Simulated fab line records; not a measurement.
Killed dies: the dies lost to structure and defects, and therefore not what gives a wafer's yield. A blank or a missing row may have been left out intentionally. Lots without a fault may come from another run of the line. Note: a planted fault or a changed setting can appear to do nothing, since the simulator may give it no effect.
fab line records	flow n5Finfet
record: lots: 9	wafers: 27	lastDay: 19
route steps=1938 shown BEOL_M3@979 BEOL_M4@1111 PASSIVATION@1936
lots that met no fault: from a run of the same line without faults
startH: hours from the record's first day to the start of the lot's first wafer shown	waitH: how many hours have passed since the lot's step before this one	" the same as in the row above	L1.1+2: a row that stands for several wafers	- no value present, or no start provided	* or withheld: withheld	< > ~ a bound
route shown NAME@n: a module of which the file shows steps, and the number in the route of the first	usual: mean and standard deviation over wafers with no fault	same: alike in all rows	chamber/n: place in a boat	sites: each site's reading	_std_site: the values' standard deviation	_edge_site: outer sites' mean less inner sites'	radiusMm: how far each site lies from the wafer's centre	mask NAME#n: copy n	behind: the last tool/chamber to shape the wafer	hold: why the lot went on hold/how many hours it stayed there/how the hold came to an end	device: the n, p or np transistor that did not switch	end of line: the route-end tests of the same wafers	a step given without rows: its recipe and nothing more	killed: not the wafer's yield, but the dies lost to structure and defects at the first sort	map: per-die view of a wafer (x killed, . not killed, _ where there is no die)
set.NAME: the run value of the setting; set.NAME@STEP: its run value at that earlier step	model.NAME: the simulator's own value behind a step, which no gauge read
the route's steps for a sample of lots (tables are steps, rows are wafers)
services: when a tool's chamber went out of use (startH, in hours from the record's first day, below 0 if earlier), for how many hours, and the reason
== steps ==
step: N5_BEOL_M3_STRIP_36
recipe: chemistry: N2/H2	powerW: 450	tempC: 40	pressureMtorr: 20	rfFrequencyHz: 6e+07	overashFraction: 0.3	biasPowerW: 7	h2Frac: 0.5	n2FlowSccm: 200	h2FlowSccm: 200
usual: drypumpMotorCurrentA: 5.3/0.41	oesProductAu: 0.75/0.068	rfVppV: 59.4/1.5	showerheadPlenumPTorr: 2.60/0.063	throttleValvePct: 23.67/0.3
lot.wafer	tool	chamber	startH	waitH	drypumpMotorCurrentA	oesProductAu	rfHoursCounterH	rfVppV	showerheadPlenumPTorr	throttleValvePct
L537.4	rieDiel-01	3	189.01	0.0	4.6	0.73	173	59.6	2.64	23.36
L537.5	"	1	"	"	5.8	0.69	-	61.1	2.61	24.12
L537.6	"	2	"	"	5.0	0.75	-	59.3	2.54	23.67
L540.3	rieDiel-01	3	208.73	0.0	4.7	0.75	178	56.9	2.64	23.35
L540.4	"	0	"	"	5.5	0.75	153	58.2	2.65	23.49
L540.6	"	3	"	"	4.7	0.74	-	59.8	2.64	23.39
L542.2	rieDiel-02	0	208.87	0.0	5.0	0.69	206	60.9	2.63	23.78
L542.4	"	2	"	"	4.8	0.84	82	62.6	2.68	24.36
L542.5	"	0	"	"	5.1	0.68	-	58.3	2.63	23.74
L543.2	rieDiel-02	3	224.97	0.0	5.5	0.81	89	58.6	2.68	23.31
L543.5	"	3	"	"	5.5	0.81	-	58.7	2.68	23.33
L543.6	"	2	"	"	4.8	0.83	-	60.7	2.68	24.40
L544.1	rieDiel-04	0	236.26	0.0	6.1	0.97	8	62.9	2.60	23.71
L544.3	"	1	"	"	6.1	0.67	250	57.9	2.39	23.52
L544.4	"	2	"	"	5.5	0.70	211	58.3	2.51	23.74
L546.2	rieDiel-01	2	247.14	0.0	4.9	0.74	170	59.5	2.53	23.69
L546.4	"	1	"	"	5.8	0.68	249	58.7	2.61	24.15
L546.6	"	0	"	"	5.5	0.73	-	58.3	2.64	23.52
L554.2	rieDiel-01	2	307.96	0.0	5.0	0.73	188	58.2	2.52	23.76
L554.3	"	0	"	"	5.5	0.72	182	60.3	2.63	23.54
L554.5	"	3	"	"	4.6	0.71	-	60.5	2.62	23.42
L551.2	rieDiel-02	1	310.50	0.0	5.0	0.73	190	63.2	2.63	23.50
L551.4	"	3	"	"	5.5	0.77	-	58.4	2.67	23.33
L551.6	"	0	"	"	5.1	0.65	-	59.3	2.61	23.76
L557.1	rieDiel-02	3	315.58	0.0	5.5	0.77	118	57.8	2.66	23.34
L557.4	"	1	"	"	5.1	0.73	193	58.4	2.63	23.52
L557.6	"	2	"	"	4.8	0.79	-	59.3	2.67	24.44
step: N5_BEOL_M3_STRIP_97
recipe: chemistry: N2/H2	timeS: 10	powerW: 450	tempC: 40	pressureMtorr: 20	rfFrequencyHz: 6e+07	biasPowerW: 7	n2FlowSccm: 200	h2FlowSccm: 200
usual: drypumpMotorCurrentA: 5.3/0.41	oesProductAu: 0.75/0.067	rfVppV: 59.4/0.73	showerheadPlenumPTorr: 2.60/0.063	throttleValvePct: 23.67/0.3
lot.wafer	tool	chamber	startH	waitH	drypumpMotorCurrentA	oesProductAu	rfHoursCounterH	rfVppV	showerheadPlenumPTorr	throttleValvePct
L537.4	rieDiel-01	3	-	-	4.7	0.74	173	59.7	2.64	23.37
L537.5	"	1	"	"	5.8	0.69	-	59.3	2.61	24.11
L537.6	"	2	"	"	5.0	0.75	-	59.8	2.54	23.71
L540.3	rieDiel-01	3	-	-	4.6	0.73	178	59.8	2.64	23.38
L540.4	"	0	"	"	5.5	0.74	153	59.6	2.65	23.50
L540.6	"	3	"	"	4.6	0.74	-	59.6	2.64	23.37
L542.2	rieDiel-02	0	-	-	5.1	0.68	206	59.9	2.63	23.75
L542.4	"	2	"	"	4.9	0.83	82	60.7	2.68	24.39
L542.5	"	0	"	"	5.1	0.68	-	60.6	2.63	23.75
L543.2	rieDiel-02	3	-	-	5.5	0.81	89	61.0	2.68	23.29
L543.5	"	3	"	"	5.5	0.81	-	60.3	2.68	23.29
L543.6	"	2	"	"	4.8	0.82	-	58.3	2.68	24.40
L544.1	rieDiel-04	0	-	-	6.1	0.98	8	58.8	2.60	23.71
L544.3	"	1	"	"	6.1	0.67	250	59.0	2.39	23.53
L544.4	"	2	"	"	5.5	0.70	211	59.2	2.51	23.75
L546.2	rieDiel-01	2	-	-	5.0	0.75	170	59.3	2.53	23.73
L546.4	"	1	"	"	5.8	0.69	249	59.0	2.61	24.14
L546.6	"	0	"	"	5.5	0.74	-	59.7	2.64	23.53
L554.2	rieDiel-01	2	-	-	5.0	0.74	188	59.3	2.52	23.74
L554.3	"	0	"	"	5.5	0.72	182	59.6	2.63	23.56
L554.5	"	3	"	"	4.7	0.71	-	60.9	2.62	23.40
L551.2	rieDiel-02	1	-	-	5.1	0.73	190	59.8	2.63	23.48
L551.4	"	3	"	"	5.5	0.77	-	59.1	2.67	23.32
L551.6	"	0	"	"	5.1	0.66	-	59.7	2.62	23.79
L557.1	rieDiel-02	3	-	-	5.5	0.77	118	59.8	2.66	23.33
L557.4	"	1	"	"	5.1	0.73	193	58.8	2.63	23.51
L557.6	"	2	"	"	4.9	0.81	-	59.8	2.67	24.43
step: N5_BEOL_M3_ANNEAL_49
recipe: tempC: 400	timeS: 240	ambient: vacuum
usual: heaterPowerW: 784/110	susceptorTempC: 400.02/0.25
lot.wafer	tool	chamber	startH	waitH	heaterPowerW	susceptorTempC
L537.4	pvdSputter-01	-	190.73	0.0	761	399.73
L537.5	"	-	"	"	700	400.39
L537.6	"	-	"	"	880	400.40
L540.3	pvdSputter-02	-	210.12	0.0	787	400.24
L540.4	"	-	"	"	770	399.69
L540.6	"	-	"	"	699	400.12
L542.2	pvdSputter-03	-	211.92	0.0	808	399.49
L542.4	"	-	"	"	686	400.04
L542.5	"	-	"	"	615	400.07
L543.2	pvdSputter-01	-	226.67	0.0	754	399.99
L543.5	"	-	"	"	877	399.61
L543.6	"	-	"	"	756	399.79
L544.1	pvdSputter-03	-	239.08	0.0	629	399.90
L544.3	"	-	"	"	1008	400.40
L544.4	"	-	"	"	703	399.87
L546.2	pvdSputter-01	-	248.57	0.0	778	399.93
L546.4	"	-	"	"	710	399.90
L546.6	"	-	"	"	749	399.67
L554.2	pvdSputter-03	-	310.47	0.0	-	-
L554.3	"	-	"	"	-	-
L554.5	"	-	"	"	-	-
L551.2	pvdSputter-01	-	312.38	0.0	-	-
L551.4	"	-	"	"	-	-
L551.6	"	-	"	"	-	-
L557.1	pvdSputter-02	-	317.36	0.0	747	399.65
L557.4	"	-	"	"	729	399.60
L557.6	"	-	"	"	787	399.80
step: N5_BEOL_M3_ANNEAL_87
recipe: tempC: 400	timeS: 240	ambient: vacuum
usual: heaterPowerW: 782/110	susceptorTempC: 400.01/0.21
lot.wafer	tool	chamber	startH	waitH	heaterPowerW	susceptorTempC
L537.4	pvdSputter-01	-	191.39	0.0	770	399.97
L537.5	"	-	"	"	726	400.20
L537.6	"	-	"	"	877	399.74
L540.3	pvdSputter-02	-	210.78	0.0	798	400.18
L540.4	"	-	"	"	778	399.77
L540.6	"	-	"	"	707	399.64
L542.2	pvdSputter-03	-	212.58	0.0	783	400.04
L542.4	"	-	"	"	691	400.11
L542.5	"	-	"	"	636	399.70
L543.2	pvdSputter-01	-	227.33	0.0	748	400.07
L543.5	"	-	"	"	874	399.82
L543.6	"	-	"	"	779	400.57
L544.1	pvdSputter-03	-	239.74	0.0	615	400.03
L544.3	"	-	"	"	1022	400.13
L544.4	"	-	"	"	706	400.40
L546.2	pvdSputter-01	-	249.23	0.0	792	399.96
L546.4	"	-	"	"	728	399.78
L546.6	"	-	"	"	764	400.27
L554.2	pvdSputter-03	-	311.13	0.0	679	399.99
L554.3	"	-	"	"	612	399.99
L554.5	"	-	"	"	1024	399.78
L551.2	pvdSputter-01	-	313.04	0.0	743	399.76
L551.4	"	-	"	"	730	399.85
L551.6	"	-	"	"	777	399.90
L557.1	pvdSputter-02	-	318.02	0.0	757	399.56
L557.4	"	-	"	"	715	399.87
L557.6	"	-	"	"	783	400.44
step: N5_BEOL_M4_RC_MEAS_101
usual: DIBL_N: 36.3/1.2	DIBL_P: 36.3/1.4	IOFF_N: 0.160/0.02	IOFF_P: 0.210/0.025	ION_N: 675/9.5	ION_P: 462/7	SS_N: 71.5/0.53	SS_P: 73.4/0.55	VT_N: 249.5/2.6	VT_P: -250.1/2.9
lot.wafer	tool	chamber	startH	waitH	DIBL_N[mV/V]	DIBL_P[mV/V]	IOFF_N[nA/um]	IOFF_P[nA/um]	ION_N[uA/um]	ION_P[uA/um]	SS_N[mV/dec]	SS_P[mV/dec]	VT_N[mV]	VT_P[mV]
L537.4	prober-01	0	210.98	0.5	35.4	37.2	0.147	0.184	676	449	71.5	72.9	252.4	-253.0
L537.5	"	0	"	"	35.3	36.7	0.145	0.182	670	456	71.5	73.2	252.5	-253.3
L537.6	"	0	"	"	35.5	36.8	0.142	0.176	670	454	72.1	73.9	255.6	-251.6
L540.3	prober-01	0	221.34	0.3	37.9	36.3	0.179	0.211	692	467	71.9	73.8	249.8	-250.3
L540.4	"	0	"	"	37.2	37.1	0.172	0.231	684	469	71.8	73.4	250.0	-247.6
L540.6	"	0	"	"	36.4	35.5	0.152	0.203	677	462	72.2	73.8	251.3	-250.0
L542.2	prober-02	0	224.25	0.2	35.1	36.0	0.153	0.219	669	472	71.1	73.1	248.4	-247.9
L542.4	"	0	"	"	35.5	35.5	0.151	0.206	672	463	71.0	73.2	249.5	-250.1
L542.5	"	0	"	"	36.0	37.3	0.173	0.240	684	472	70.8	73.6	247.6	-244.8
L543.2	prober-02	0	247.90	0.2	36.4	35.8	0.157	0.224	671	462	71.4	72.4	251.7	-247.5
L543.5	"	0	"	"	34.4	34.2	0.134	0.198	666	465	70.9	72.1	250.7	-250.9
L543.6	"	0	"	"	34.4	33.7	0.129	0.191	661	461	71.1	72.8	250.5	-251.9
L544.1	prober-01	0	266.57	0.0	37.4	37.5	0.188	0.264	683	474	71.3	72.9	245.9	-243.1
L544.3	"	0	"	"	38.1	37.9	0.201	0.283	684	473	71.3	73.1	244.1	-245.8
L544.4	"	0	"	"	38.0	37.0	0.192	0.258	691	472	71.4	73.5	246.1	-245.2
L546.2	prober-02	0	287.95	0.2	36.9	36.0	0.189	0.241	691	476	72.0	73.2	243.7	-246.1
L546.4	"	0	"	"	36.4	36.5	0.184	0.248	687	469	71.9	73.6	244.9	-246.3
L546.6	"	0	"	"	35.2	34.8	0.161	0.212	682	465	71.8	73.0	248.2	-247.9
L554.2	prober-01	0	334.53	0.2	35.8	36.4	0.172	0.200	682	461	70.8	73.0	246.2	-253.4
L554.3	"	0	"	"	35.5	34.8	0.154	0.179	676	458	71.4	73.1	247.9	-254.3
L554.5	"	0	"	"	34.8	34.7	0.147	0.184	677	464	70.5	72.1	250.8	-251.8
L551.2	prober-02	0	341.08	0.2	37.2	34.9	0.162	0.192	673	456	71.7	73.2	248.4	-251.6
L551.4	"	0	"	"	35.2	33.0	0.126	0.172	674	459	71.4	73.3	256.2	-251.6
L551.6	"	0	"	"	37.3	35.3	0.164	0.212	678	460	71.6	73.9	250.0	-249.3
L557.1	prober-01	0	356.00	0.0	33.8	35.9	0.157	0.187	675	459	70.8	73.3	248.4	-252.7
L557.4	"	0	"	"	35.6	36.3	0.190	0.194	668	452	71.2	73.7	248.9	-254.3
L557.6	"	0	"	"	36.2	37.2	0.183	0.204	668	452	71.7	74.0	250.5	-252.4
step: N5_PASSIVATION_PROBE_49
usual: defectLimitedYield: 90.9/1.3	killed_at_M0_to_M3: 36/11	killed_at_M4_up: 13/5.1	killedAtContacts: 14/4.9	killedAtFrontEnd: 41/10	killedAtOther: 3.4/2.6	killedDies: 107/16	killedOpen: 70/11	killedShort: 36/7.8	sort_bin_5_function: 5.4/0.84	sort_bin_6_memory: 3.4/0.67	sort_bin_8_speed: 0.00/0.0099	sortNPass: 1073/16	sortYieldPct: 90.9/1.3
same: grossDies: 1180	killedAtBackSide: 0	sort_bin_4_leakage[%]: 0
lot.wafer	tool	chamber	startH	waitH	defectLimitedYield[%]	killed_at_M0_to_M3	killed_at_M4_up	killedAtContacts	killedAtFrontEnd	killedAtOther	killedDies	killedOpen	killedShort	sort_bin_5_function[%]	sort_bin_6_memory[%]	sort_bin_8_speed[%]	sortNPass	sortYieldPct[%]
L537.4	prober-02	-	331.51	0.2	92.5	22	6	6	50	5	89	60	28	4.3	3.1	0	1091	92.5
L537.5	prober-02	-	331.56	0.2	90.3	34	12	15	52	2	115	77	36	5.4	3.9	0	1065	90.3
L537.6	prober-02	-	331.61	0.3	93.5	20	9	7	39	2	77	50	25	4.6	1.7	0	1103	93.5
L542.2	prober-01	-	340.26	0.1	90.7	43	12	18	35	2	110	73	37	5.4	3.6	0	1070	90.7
L542.4	prober-01	-	340.36	0.2	93.6	30	10	14	19	3	76	52	22	3.3	3.1	0	1104	93.6
L542.5	prober-01	-	340.41	0.2	91.7	27	11	14	42	4	98	66	30	5.1	3.1	0	1082	91.7
L540.3	prober-02	-	347.58	0.1	89.7	39	7	11	62	2	121	78	41	5.8	3.7	0	1059	89.7
L540.4	prober-02	-	347.63	0.2	90.4	40	7	11	53	2	113	63	49	5.9	3.1	0	1067	90.4
L540.6	prober-02	-	347.73	0.3	91.9	38	8	14	36	0	96	60	36	5.3	2.6	0	1084	91.9
L543.2	prober-01	-	363.81	0.1	90.4	23	20	13	53	4	113	63	46	6.2	3.1	0	1067	90.4
L543.5	prober-01	-	363.96	0.2	91.6	27	14	14	42	2	99	66	32	5.1	3.1	0	1081	91.6
L543.6	prober-01	-	364.01	0.3	92.5	23	6	11	47	2	89	59	29	4.1	3.0	0	1091	92.5
L544.1	prober-02	-	369.12	0.0	92.2	25	3	27	36	1	92	61	30	4.0	3.3	0	1088	92.2
L544.3	prober-02	-	369.22	0.1	91.4	27	10	18	40	6	101	69	27	5.3	2.6	0	1079	91.4
L544.4	prober-02	-	369.27	0.2	91.1	37	11	9	48	0	105	68	36	5.3	2.8	0	1075	91.1
L546.2	prober-02	-	393.96	0.1	89.6	42	17	16	45	3	123	81	40	5.8	4.3	0	1057	89.6
L546.4	prober-02	-	394.06	0.2	92.3	35	11	11	30	4	91	61	28	4.7	2.5	0	1089	92.3
L546.6	prober-02	-	394.16	0.3	90.8	50	15	8	36	0	109	71	34	5.6	3.4	0	1071	90.8
L554.2	prober-01	-	438.66	0.1	89.3	35	25	14	46	6	126	75	47	5.8	4.5	0	1054	89.3
L554.3	prober-01	-	438.71	0.1	88.6	49	27	20	34	5	135	83	50	6.6	4.4	0	1045	88.6
L554.5	prober-01	-	438.81	0.2	91.4	17	17	14	49	4	101	69	31	4.7	3.5	0	1079	91.4
L551.2	prober-02	-	460.43	0.1	90.1	48	11	11	42	5	117	80	34	5.8	3.6	0.08	1063	90.1
L551.4	prober-02	-	460.53	0.2	93.2	25	5	9	40	1	80	51	27	4.2	2.5	0	1100	93.2
L551.6	prober-02	-	460.63	0.3	89.9	44	14	18	43	0	119	72	42	5.9	3.3	0	1061	89.9
L557.1	prober-01	-	465.15	0.1	90.1	53	18	8	38	0	117	67	45	6.2	3.3	0	1063	90.1
L557.4	prober-01	-	465.30	0.2	92.1	35	17	13	28	0	93	65	26	4.1	3.7	0	1087	92.1
L557.6	prober-01	-	465.40	0.3	90.8	30	13	11	51	3	108	63	36	5.2	3.0	0	1072	90.8
killed by level:class
L537.4 STI_FIN_REVEAL:geometricParticle:open=10 DUMMY_GATE:geometricParticle:open=9 GATE_CUT:geometricParticle:short=7 GATE_CUT:geometricParticle:open=7 BEOL_M2:geometricParticle:open=7 MOL_CONTACT_COAG:geometricParticle:open=6 BEOL_M0_SAQP:geometricParticle:short=5 STARTING-WAFER:geometricParticle:open=5
L537.5 MOL_CONTACT_COAG:geometricParticle:open=12 GATE_CUT:geometricParticle:open=11 BEOL_M3:geometricParticle:open=9 BEOL_M0_SAQP:geometricParticle:short=8 BEOL_M0_SAQP:geometricParticle:open=8 FIN_SAQP:geometricParticle:open=7 STI_FIN_REVEAL:geometricParticle:open=7 FIN_SAQP:geometricParticle:short=4
L537.6 FIN_SAQP:geometricParticle:open=8 DUMMY_GATE:geometricParticle:open=8 BEOL_M2:geometricParticle:open=8 BEOL_M3:geometricParticle:open=6 GATE_CUT:geometricParticle:short=5 MOL_CONTACT_COAG:geometricParticle:open=4 FIN_SAQP:geometricParticle:short=3 STI_FIN_REVEAL:geometricParticle:open=3
L542.2 MOL_CONTACT_COAG:geometricParticle:open=16 BEOL_M0_SAQP:geometricParticle:short=14 FIN_SAQP:geometricParticle:open=13 BEOL_M0_SAQP:geometricParticle:open=8 BEOL_M2:geometricParticle:open=8 FIN_SAQP:geometricParticle:short=5 STI_FIN_REVEAL:geometricParticle:open=5 BEOL_M1:geometricParticle:open=5
L542.4 MOL_CONTACT_COAG:geometricParticle:open=10 BEOL_M1:geometricParticle:open=8 STI_FIN_REVEAL:geometricParticle:open=7 BEOL_M3:geometricParticle:open=7 MOL_CONTACT_COAG:geometricParticle:short=4 BEOL_M0_SAQP:geometricParticle:open=4 BEOL_M2:geometricParticle:open=4 BEOL_M4:geometricParticle:open=4
L542.5 STI_FIN_REVEAL:geometricParticle:open=18 MOL_CONTACT_COAG:geometricParticle:open=11 FIN_SAQP:geometricParticle:short=7 BEOL_M0_SAQP:geometricParticle:short=6 BEOL_M1:geometricParticle:open=6 BEOL_M3:geometricParticle:open=5 DUMMY_GATE:geometricParticle:open=3 GATE_CUT:geometricParticle:short=3
L540.3 STI_FIN_REVEAL:geometricParticle:open=22 FIN_SAQP:geometricParticle:short=12 BEOL_M0_SAQP:geometricParticle:short=12 BEOL_M0_SAQP:geometricParticle:open=12 MOL_CONTACT_COAG:geometricParticle:open=9 FIN_SAQP:geometricParticle:open=6 BEOL_M2:geometricParticle:open=6 GATE_CUT:geometricParticle:open=5
L540.4 STI_FIN_REVEAL:geometricParticle:open=14 FIN_SAQP:geometricParticle:short=12 BEOL_M0_SAQP:geometricParticle:short=9 MOL_CONTACT_COAG:geometricParticle:open=7 BEOL_M2:geometricParticle:open=7 GATE_CUT:geometricParticle:open=6 BEOL_M0_SAQP:geometricParticle:open=6 ILD0:geometricParticle:short=5
L540.6 BEOL_M2:geometricParticle:open=15 STI_FIN_REVEAL:geometricParticle:open=12 MOL_CONTACT_COAG:geometricParticle:open=8 BEOL_M0_SAQP:geometricParticle:open=7 MOL_CONTACT_COAG:geometricParticle:short=6 BEOL_M0_SAQP:geometricParticle:short=6 FIN_SAQP:geometricParticle:short=4 DUMMY_GATE:geometricParticle:open=4
L543.2 STI_FIN_REVEAL:geometricParticle:open=21 MOL_CONTACT_COAG:geometricParticle:open=10 BEOL_M4:geometricParticle:open=10 BEOL_M2:geometricParticle:short=7 FIN_SAQP:geometricParticle:short=6 GATE_CUT:geometricParticle:short=6 STI_FIN_REVEAL:geometricParticle:short=5 BEOL_M3:geometricParticle:open=5
L543.5 BEOL_M3:geometricParticle:open=12 MOL_CONTACT_COAG:geometricParticle:open=10 FIN_SAQP:geometricParticle:open=8 FIN_SAQP:geometricParticle:short=8 DUMMY_GATE:geometricParticle:open=6 BEOL_M4:geometricParticle:open=6 STI_FIN_REVEAL:geometricParticle:open=4 GATE_CUT:geometricParticle:short=4
L543.6 FIN_SAQP:geometricParticle:open=11 STI_FIN_REVEAL:geometricParticle:open=10 MOL_CONTACT_COAG:geometricParticle:open=10 BEOL_M3:geometricParticle:short=9 FIN_SAQP:geometricParticle:short=4 BEOL_M3:geometricParticle:open=4 BEOL_M1:geometricParticle:open=4 STI_FIN_REVEAL:geometricParticle:short=3
L544.1 MOL_CONTACT_COAG:geometricParticle:open=23 FIN_SAQP:geometricParticle:short=15 FIN_SAQP:geometricParticle:open=10 BEOL_M1:geometricParticle:open=9 BEOL_M0_SAQP:geometricParticle:open=5 MOL_CONTACT_COAG:geometricParticle:short=4 BEOL_M3:geometricParticle:open=4 ILD0:geometricParticle:short=3
L544.3 FIN_SAQP:geometricParticle:open=20 MOL_CONTACT_COAG:geometricParticle:open=15 FIN_SAQP:geometricParticle:short=6 BEOL_M2:geometricParticle:short=5 BEOL_M3:geometricParticle:open=4 BEOL_M0_SAQP:geometricParticle:short=4 BEOL_M0_SAQP:geometricParticle:open=4 PASS1_DEP:geometricParticle:open=4
L544.4 FIN_SAQP:geometricParticle:open=14 FIN_SAQP:geometricParticle:short=10 BEOL_M4:geometricParticle:open=8 BEOL_M0_SAQP:geometricParticle:open=8 MOL_CONTACT_COAG:geometricParticle:open=7 BEOL_M0_SAQP:geometricParticle:short=7 ILD0:geometricParticle:short=6 BEOL_M0:geometricParticle:open=6
L546.2 MOL_CONTACT_COAG:geometricParticle:open=14 FIN_SAQP:geometricParticle:open=10 BEOL_M1:geometricParticle:open=8 BEOL_M0_SAQP:geometricParticle:short=7 FIN_SAQP:geometricParticle:short=6 GATE_CUT:geometricParticle:open=6 DUMMY_GATE:geometricParticle:open=5 BEOL_M0_SAQP:geometricParticle:open=5
L546.4 MOL_CONTACT_COAG:geometricParticle:open=8 FIN_SAQP:geometricParticle:open=7 FIN_SAQP:geometricParticle:short=6 BEOL_M4:geometricParticle:open=6 BEOL_M0:geometricParticle:open=5 BEOL_M0_SAQP:geometricParticle:short=5 BEOL_M1:geometricParticle:open=5 STI_FIN_REVEAL:geometricParticle:open=4
L546.6 BEOL_M0_SAQP:geometricParticle:open=12 BEOL_M0_SAQP:geometricParticle:short=12 BEOL_M3:geometricParticle:open=10 BEOL_M2:geometricParticle:open=9 STI_FIN_REVEAL:geometricParticle:open=7 FIN_SAQP:geometricParticle:open=5 FIN_SAQP:geometricParticle:short=5 MOL_CONTACT_COAG:geometricParticle:open=5
L554.2 FIN_SAQP:geometricParticle:short=11 MOL_CONTACT_COAG:geometricParticle:open=11 BEOL_M0_SAQP:geometricParticle:open=8 STI_FIN_REVEAL:geometricParticle:open=7 BEOL_M3:geometricParticle:open=7 BEOL_M4:geometricParticle:open=7 DUMMY_GATE:geometricParticle:open=6 FIN_SAQP:geometricParticle:open=5
L554.3 MOL_CONTACT_COAG:geometricParticle:open=13 BEOL_M0_SAQP:geometricParticle:short=12 BEOL_M4:geometricParticle:open=11 BEOL_M1:geometricParticle:open=10 BEOL_M2:geometricParticle:open=8 MOL_CONTACT_COAG:geometricParticle:short=7 BEOL_M3:geometricParticle:open=7 FIN_SAQP:geometricParticle:short=6
L554.5 STI_FIN_REVEAL:geometricParticle:open=20 GATE_CUT:geometricParticle:short=11 MOL_CONTACT_COAG:geometricParticle:open=11 BEOL_M5:geometricParticle:open=6 BEOL_M0_SAQP:geometricParticle:short=5 BEOL_M4:geometricParticle:open=5 GATE_CUT:geometricParticle:open=4 BEOL_M0_SAQP:geometricParticle:open=4
L551.2 FIN_SAQP:geometricParticle:open=15 BEOL_M2:geometricParticle:open=12 FIN_SAQP:geometricParticle:short=10 MOL_CONTACT_COAG:geometricParticle:open=9 BEOL_M3:geometricParticle:open=9 BEOL_M0_SAQP:geometricParticle:open=7 GATE_CUT:geometricParticle:short=6 BEOL_M1:geometricParticle:open=6
L551.4 STI_FIN_REVEAL:geometricParticle:open=8 MOL_CONTACT_COAG:geometricParticle:open=8 FIN_SAQP:geometricParticle:short=7 BEOL_M2:geometricParticle:open=6 GATE_CUT:geometricParticle:short=6 BEOL_M3:geometricParticle:open=5 BEOL_M0_SAQP:geometricParticle:open=4 BEOL_M1:geometricParticle:open=4
L551.6 MOL_CONTACT_COAG:geometricParticle:open=14 FIN_SAQP:geometricParticle:open=12 BEOL_M0_SAQP:geometricParticle:open=9 BEOL_M3:geometricParticle:open=9 FIN_SAQP:geometricParticle:short=8 BEOL_M0_SAQP:geometricParticle:short=8 BEOL_M2:geometricParticle:open=6 GATE_CUT:geometricParticle:short=5
L557.1 BEOL_M0_SAQP:geometricParticle:short=19 BEOL_M0_SAQP:geometricParticle:open=14 BEOL_M2:geometricParticle:open=8 MOL_CONTACT_COAG:geometricParticle:open=6 STI_FIN_REVEAL:geometricParticle:open=5 DUMMY_GATE:geometricParticle:open=5 BEOL_M5:geometricParticle:short=5 BEOL_M4:geometricParticle:open=5
L557.4 BEOL_M1:geometricParticle:open=12 MOL_CONTACT_COAG:geometricParticle:open=10 BEOL_M4:geometricParticle:open=7 DUMMY_GATE:geometricParticle:open=6 BEOL_M0_SAQP:geometricParticle:open=6 BEOL_M3:geometricParticle:open=5 BEOL_M0_SAQP:geometricParticle:short=5 FIN_SAQP:geometricParticle:short=4
L557.6 DUMMY_GATE:geometricParticle:open=14 MOL_CONTACT_COAG:geometricParticle:open=9 BEOL_M0_SAQP:geometricParticle:open=9 BEOL_M1:geometricParticle:open=7 HKMG_FIN:areaEtch=6 FIN_SAQP:geometricParticle:open=4 FIN_SAQP:geometricParticle:short=4 BEOL_M5:geometricParticle:short=4
== services ==
tool	chamber	startH	hours	kind
rieDiel-04	1	180.16	11.0	repair
rieDiel-04	0	191.20	-	clean
rieDiel-04	0	191.20	-	consumableReplace:focusRing
rieDiel-04	0	191.20	20.1	scheduledDown
rieDiel-04	0	191.20	20.1	ventCycle
rieDiel-02	-	195.75	0.3	repair
rieDiel-02	3	210.60	4.7	repair
rieDiel-04	1	237.23	-	clean
rieDiel-04	1	237.23	-	consumableReplace:focusRing
rieDiel-04	1	237.23	-	consumableReplace:showerhead
rieDiel-04	1	237.23	24.6	scheduledDown
rieDiel-04	1	237.23	24.6	ventCycle
rieDiel-02	-	249.18	0.2	repair
rieDiel-01	1	251.59	-	clean
rieDiel-01	1	251.59	-	consumableReplace:focusRing
rieDiel-01	1	251.59	17.7	scheduledDown
rieDiel-01	1	251.59	17.7	ventCycle
rieDiel-01	1	291.76	3.0	repair
rieDiel-02	2	294.86	20.4	repair
== key ==
firstSign: step: N5_BEOL_M3_ANNEAL_49	reading: toolRecord	direction: missing
effect none on later readings
metAt N5_BEOL_M3_ANNEAL_49
struckLots L551,L554
notActingAt N5_BEOL_M3_STRIP_36,N5_BEOL_M3_STRIP_97,N5_BEOL_M3_ANNEAL_87
onsetBetween 248.57 310.47
fault: kind: skippedStepWhole	tool: pvdSputter-01,pvdSputter-03	chamber: -	onsetH: 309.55	steps: N5_BEOL_M3_ANNEAL_49	scope: struckLotsOnly
